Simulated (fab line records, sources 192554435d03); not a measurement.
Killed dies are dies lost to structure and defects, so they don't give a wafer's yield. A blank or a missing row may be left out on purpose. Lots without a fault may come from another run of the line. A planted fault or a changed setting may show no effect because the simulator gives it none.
fab line records | flow n5_finfet | part 2 of 2: steps 5 to 6 of 6
record lots=21 wafers=63 last_day=18
route steps=1938 shown FIN_CUT@172 STI_FIN_REVEAL@199 DUMMY_GATE@235
lots that met no fault: from a run of the same line without faults
start_h: hours from the record's first day to the start of the lot's first wafer shown | wait_h: hours since the lot's step before | " the same as in the row above | L1.1+2: a row that stands for several wafers | - no value, or no start given | * or withheld: withheld | < > ~ a bound
route shown NAME@n: a module of which the file shows steps, and the number in the route of the first | usual: mean/standard deviation of fault-free wafers | same: alike in all rows | chamber/n: place in a boat | sites: the reading at each site | _std_site: their standard deviation | _edge_site: outer sites' mean less inner sites' | radius_mm: how far each site lies from the wafer's centre | mask NAME#n: copy n | behind: the tool/chamber that last shaped the wafer | hold: why the lot was held/for how many hours/how that ended | device: the transistor (n, p or np) that didn't switch | end of line: the same wafers' tests at the end of the route | a step without rows: its recipe alone | killed: dies lost to structure and defects at the first sort, not the wafer's yield | map: a wafer's dies, x killed, . not, _ none there
set.NAME: the setting as run; set.NAME@STEP: as run at that earlier step | model.NAME: the simulator's own value behind a step, which no gauge read
steps of the route over a sample of lots; a table a step, a row a wafer
services: from which hour (start_h, from the record's first day; less than 0 if before it) a tool's chamber was out of use, for how many hours, and why
## steps
# step N5_DUMMY_GATE_ETCH_29
# recipe chemistry=N2/H2 target=underlayer target_depth_a=130 ion_energy_ev=200 pressure_mtorr=30 source_w=840 bias_w=150 n2_flow_sccm=200 h2_flow_sccm=200
# usual bias_w=150.0/0.44 drypump_motor_current_A=6.0/0.36 oes_product_au=0.77/0.084 rf_vpp_V=523.2/2.4 showerhead_plenum_p_Torr=2.51/0.077 throttle_valve_pct=17.88/0.27
# columns lot.wafer tool chamber start_h wait_h bias_w drypump_motor_current_A oes_product_au rf_hours_counter_h rf_vpp_V showerhead_plenum_p_Torr throttle_valve_pct
L074.3 rie_diel-01 0 46.64 0.0 150.0 6.2 0.70 219 526.3 2.58 17.79
L074.4 " 2 " " 150.4 6.0 0.78 120 528.0 2.65 17.98
L074.6 " 1 " " 148.9 6.1 0.67 - 523.8 2.50 18.14
L075.1 rie_diel-01 0 54.71 0.0 150.1 6.2 0.71 221 526.4 2.58 17.79
L075.2 " 2 " " 149.8 6.0 0.78 122 527.3 2.65 17.98
L075.4 " 1 " " 149.8 6.1 0.67 250 522.6 2.50 18.14
L076.2 rie_diel-02 2 60.85 0.0 149.2 5.7 0.71 207 520.2 2.42 18.28
L076.3 " 0 " " 149.5 6.7 0.95 13 525.8 2.60 17.29
L076.4 " 3 " " 149.9 5.8 0.78 143 520.4 2.45 17.73
L077.2 rie_diel-03 2 63.61 0.0 149.5 6.6 0.76 180 524.3 2.53 17.89
L077.5 " 3 " " 149.9 6.4 0.73 - 524.6 2.63 17.90
L077.6 " 2 " " 149.8 6.6 0.75 - 524.0 2.52 17.90
L078.1 rie_diel-02 3 69.81 0.0 150.5 5.8 0.77 147 521.0 2.44 17.74
L078.4 " 2 " " 150.4 5.7 0.71 210 519.7 2.42 18.27
L078.5 " 3 " " 150.2 5.9 0.77 - 520.2 2.44 17.73
L079.3 rie_diel-01 3 77.82 0.0 150.2 5.9 0.72 170 523.4 2.53 18.01
L079.4 " 2 " " 149.9 6.0 0.76 - 527.7 2.64 17.98
L079.6 " 0 " " 149.8 6.2 0.70 - 525.5 2.58 17.81
L080.1 rie_diel-02 1 81.56 0.0 150.0 5.8 0.76 127 521.2 2.43 18.06
L080.3 " 0 " " 151.0 6.7 0.93 19 525.7 2.60 17.32
L080.4 " 2 " " 150.6 5.7 0.70 214 519.9 2.41 18.27
L081.2 rie_diel-03 1 89.35 0.0 150.6 5.8 0.67 235 523.0 2.51 17.93
L081.3 " 3 " " 149.6 6.4 0.73 181 526.5 2.63 17.90
L081.5 " 2 " " 149.8 6.6 0.75 - 523.3 2.52 17.88
L082.3 rie_diel-02 1 98.84 0.0 149.9 5.7 0.76 131 520.7 2.42 18.08
L082.4 " 0 " " 149.9 6.7 0.92 26 525.5 2.59 17.34
L082.6 " 0 " " 149.2 6.7 0.92 - 525.6 2.59 17.33
L084.2 rie_diel-01 3 108.54 0.0 150.6 5.9 0.71 180 524.9 2.53 18.01
L084.4 " 2 " " 149.6 6.0 0.75 141 525.8 2.64 18.01
L084.6 " 3 " " 149.7 5.9 0.70 - 524.9 2.53 18.02
L086.2 rie_diel-02 1 121.75 0.0 150.0 5.8 0.75 139 521.8 2.42 18.07
L086.5 " 1 " " 149.5 5.8 0.75 - 519.8 2.42 18.05
L086.6 " 0 " " 150.3 6.7 0.91 - 524.4 2.59 17.32
L087.2 rie_diel-02 0 126.16 0.0 150.7 6.7 0.90 34 525.1 2.59 17.34
L087.3 " 3 " " 149.7 5.8 0.76 167 519.6 2.44 17.77
L087.6 " 3 " " 150.5 5.8 0.75 - 521.5 2.44 17.75
L088.1 rie_diel-02 0 131.45 0.0 149.8 6.7 0.91 36 524.9 2.59 17.34
L088.2 " 1 " " 149.4 5.8 0.75 142 520.4 2.42 18.07
L088.3 " 3 " " 149.6 5.8 0.76 168 521.6 2.43 17.78
L089.2 rie_diel-03 1 138.33 0.0 150.3 5.9 0.65 249 522.6 2.50 17.95
L089.4 " 2 " " 149.6 6.5 0.72 202 524.6 2.52 17.93
L089.6 " 1 " " 149.3 5.9 0.65 - 523.5 2.50 17.94
L090.1 rie_diel-01 3 141.59 0.0 150.1 5.9 0.70 189 524.5 2.53 18.04
L090.3 " 2 " " 149.9 6.0 0.74 150 525.8 2.63 18.04
L090.5 " 1 " " 149.6 6.1 0.92 - 521.6 2.49 17.81
L091.1 rie_diel-01 1 149.23 0.0 149.1 6.1 0.92 20 523.9 2.49 17.83
L091.2 " 2 " " 150.3 6.0 0.74 153 526.5 2.63 18.03
L091.4 " 1 " " 150.1 6.0 0.92 - 522.0 2.49 17.81
L093.1 rie_diel-03 1 161.93 0.0 150.1 5.8 0.99 0 522.6 2.50 17.53
L093.5 " 2 " " 149.7 6.6 0.73 - 523.5 2.51 17.94
L093.6 " 0 " " 150.0 5.3 0.79 - 523.8 2.55 17.66
L094.2 rie_diel-02 2 166.07 0.0 149.7 5.7 0.69 239 519.9 2.40 18.33
L094.3 " 0 " " 149.6 6.7 0.88 48 524.4 2.58 17.36
L094.5 " 2 " " 149.9 5.7 0.69 - 519.6 2.40 18.32
L095.1 rie_diel-01 1 171.25 0.0 149.5 6.1 0.90 27 523.3 2.49 17.83
L095.2 " 3 " " 150.1 5.9 0.69 200 523.0 2.52 18.04
L095.4 " 2 " " 150.2 6.1 0.74 160 526.3 2.63 18.04
L096.4 rie_diel-01 0 181.61 0.0 150.2 6.2 0.95 8 525.6 2.57 17.35
L096.5 " 0 " " 150.5 6.2 0.94 - 525.9 2.57 17.37
L096.6 " 1 " " 148.8 6.0 0.89 - 522.1 2.49 17.82
L097.2 rie_diel-02 1 185.43 0.0 150.9 5.7 0.73 160 520.7 2.41 18.11
L097.4 " 0 " " 150.5 6.7 0.88 54 524.9 2.58 17.37
L097.5 " 3 " " 149.8 5.8 0.74 - 521.7 2.43 17.78
# step N5_DUMMY_GATE_ETCH_36
# recipe chemistry=CF4 target=SiARC target_depth_a=130 pressure_mtorr=40 source_w=545 bias_w=36 Ar_flow_sccm=100 cf4_flow_sccm=100 ion_energy_ev=80
# usual bias_w=36.01/0.11 drypump_motor_current_A=6.0/0.36 oes_product_au=0.77/0.085 rf_vpp_V=184.0/1.2 showerhead_plenum_p_Torr=2.13/0.062 throttle_valve_pct=15.68/0.27
# columns lot.wafer tool chamber start_h wait_h bias_w drypump_motor_current_A oes_product_au rf_hours_counter_h rf_vpp_V showerhead_plenum_p_Torr throttle_valve_pct
L074.3 rie_diel-01 0 46.68 0.0 36.05 6.2 0.71 219 185.2 2.20 15.75
L074.4 " 2 " " 36.07 6.0 0.77 120 184.0 2.23 15.69
L074.6 " 1 " " 36.02 6.1 0.67 - 183.9 2.12 16.03
L075.1 rie_diel-01 0 54.75 0.0 36.03 6.2 0.71 221 184.9 2.20 15.75
L075.2 " 2 " " 36.03 6.0 0.77 122 186.1 2.23 15.69
L075.4 " 1 " " 35.88 6.1 0.66 250 184.0 2.12 16.06
L076.2 rie_diel-02 2 60.89 0.0 35.85 5.7 0.71 207 182.9 2.05 16.04
L076.3 " 0 " " 35.99 6.7 0.96 13 183.9 2.20 15.18
L076.4 " 3 " " 35.82 5.8 0.75 143 184.4 2.06 15.41
L077.2 rie_diel-03 2 63.65 0.0 36.14 6.5 0.76 180 184.1 2.12 15.57
L077.5 " 3 " " 36.01 6.4 0.73 - 185.0 2.22 15.67
L077.6 " 2 " " 36.04 6.5 0.75 - 184.7 2.12 15.55
L078.1 rie_diel-02 3 69.85 0.0 36.03 5.9 0.76 147 183.8 2.06 15.43
L078.4 " 2 " " 36.12 5.7 0.71 210 182.6 2.05 16.04
L078.5 " 3 " " 36.07 5.9 0.76 - 183.5 2.06 15.41
L079.3 rie_diel-01 3 77.86 0.0 35.87 5.9 0.73 170 184.2 2.15 15.72
L079.4 " 2 " " 36.00 6.0 0.77 - 185.6 2.22 15.71
L079.6 " 0 " " 36.01 6.2 0.70 - 185.6 2.20 15.78
L080.1 rie_diel-02 1 81.60 0.0 35.86 5.7 0.77 127 183.3 2.07 15.98
L080.3 " 0 " " 36.04 6.6 0.93 19 183.6 2.20 15.19
L080.4 " 2 " " 36.05 5.7 0.70 214 183.2 2.05 16.05
L081.2 rie_diel-03 1 89.39 0.0 35.81 5.8 0.66 235 183.0 2.10 15.76
L081.3 " 3 " " 36.01 6.4 0.74 181 184.8 2.22 15.69
L081.5 " 2 " " 35.98 6.6 0.75 - 184.8 2.12 15.58
L082.3 rie_diel-02 1 98.88 0.0 36.18 5.7 0.76 131 184.9 2.07 15.97
L082.4 " 0 " " 35.94 6.6 0.92 26 185.0 2.19 15.20
L082.6 " 0 " " 36.15 6.7 0.93 - 183.8 2.19 15.19
L084.2 rie_diel-01 3 108.58 0.0 36.04 5.9 0.71 180 184.2 2.14 15.74
L084.4 " 2 " " 36.02 6.0 0.74 141 186.5 2.22 15.74
L084.6 " 3 " " 35.99 5.9 0.71 - 184.7 2.14 15.74
L086.2 rie_diel-02 1 121.79 0.0 35.98 5.7 0.75 139 182.5 2.07 15.98
L086.5 " 1 " " 35.91 5.7 0.75 - 182.9 2.07 15.99
L086.6 " 0 " " 35.85 6.6 0.92 - 185.4 2.19 15.22
L087.2 rie_diel-02 0 126.20 0.0 36.21 6.6 0.90 34 185.8 2.19 15.22
L087.3 " 3 " " 36.15 5.8 0.74 167 182.5 2.06 15.46
L087.6 " 3 " " 35.88 5.8 0.74 - 181.0 2.06 15.45
L088.1 rie_diel-02 0 131.49 0.0 36.28 6.6 0.90 36 185.4 2.19 15.23
L088.2 " 1 " " 35.88 5.7 0.74 142 180.7 2.07 15.98
L088.3 " 3 " " 35.92 5.8 0.74 168 182.6 2.06 15.46
L089.2 rie_diel-03 1 138.37 0.0 36.09 5.9 0.65 249 183.5 2.10 15.78
L089.4 " 2 " " 36.04 6.6 0.74 202 183.7 2.11 15.61
L089.6 " 1 " " 35.90 5.8 0.65 - 184.4 2.09 15.78
L090.1 rie_diel-01 3 141.63 0.0 35.82 5.9 0.71 189 183.9 2.14 15.75
L090.3 " 2 " " 36.01 6.0 0.74 150 185.7 2.22 15.74
L090.5 " 1 " " 35.89 6.1 0.92 - 182.1 2.11 15.59
L091.1 rie_diel-01 1 149.27 0.0 36.07 6.0 0.91 20 182.7 2.11 15.62
L091.2 " 2 " " 36.03 6.0 0.73 153 185.6 2.21 15.76
L091.4 " 1 " " 36.05 6.0 0.91 - 184.7 2.11 15.63
L093.1 rie_diel-03 1 161.97 0.0 35.88 5.9 0.97 0 185.7 2.09 15.29
L093.5 " 2 " " 35.91 6.5 0.73 - 182.4 2.11 15.63
L093.6 " 0 " " 36.03 5.2 0.80 - 184.6 2.15 15.50
L094.2 rie_diel-02 2 166.11 0.0 36.00 5.7 0.69 239 181.6 2.04 16.09
L094.3 " 0 " " 36.27 6.6 0.89 48 185.4 2.19 15.23
L094.5 " 2 " " 35.95 5.7 0.68 - 183.7 2.04 16.12
L095.1 rie_diel-01 1 171.29 0.0 35.92 6.0 0.91 27 184.9 2.11 15.64
L095.2 " 3 " " 35.85 5.9 0.70 200 182.8 2.14 15.77
L095.4 " 2 " " 36.21 6.0 0.73 160 185.3 2.21 15.77
L096.4 rie_diel-01 0 181.65 0.0 36.01 6.2 0.94 8 183.9 2.19 15.29
L096.5 " 0 " " 36.00 6.2 0.95 - 182.8 2.19 15.31
L096.6 " 1 " " 36.04 6.1 0.89 - 184.4 2.11 15.64
L097.2 rie_diel-02 1 185.47 0.0 35.98 5.7 0.74 160 183.3 2.06 16.04
L097.4 " 0 " " 35.80 6.7 0.88 54 184.5 2.18 15.27
L097.5 " 3 " " 35.83 5.8 0.74 - 182.1 2.05 15.50
## services
# columns tool chamber start_h hours kind
rie_si-06 1 10.81 3.1 repair
rie_si-06 3 11.29 1.4 repair
rie_si-01 2 16.91 5.6 repair
rie_diel-02 1 37.33 11.9 repair
rie_diel-02 - 53.57 1.2 repair
rie_diel-01 1 55.31 - clean
rie_diel-01 1 55.31 - consumable_replace:focus_ring
rie_diel-01 1 55.31 27.1 scheduled_down
rie_diel-01 1 55.31 27.1 vent_cycle
rie_diel-02 2 114.71 9.7 repair
rie_si-06 - 117.72 15.6 pm
rie_si-06 - 133.32 14.6 pm
plasma_asher-01 - 137.25 14.6 pm
rie_diel-03 1 142.19 - clean
rie_diel-03 1 142.19 - consumable_replace:focus_ring
rie_diel-01 0 143.73 - clean
rie_diel-01 0 143.73 - consumable_replace:focus_ring
rie_diel-01 0 143.73 12.9 scheduled_down
rie_diel-01 0 143.73 12.9 vent_cycle
rie_si-06 2 150.38 9.9 repair
rie_diel-02 3 159.82 13.2 repair
rie_si-03 2 170.96 24.4 repair
plasma_asher-02 - 178.06 0.3 repair
rie_diel-01 - 185.38 2.8 pm
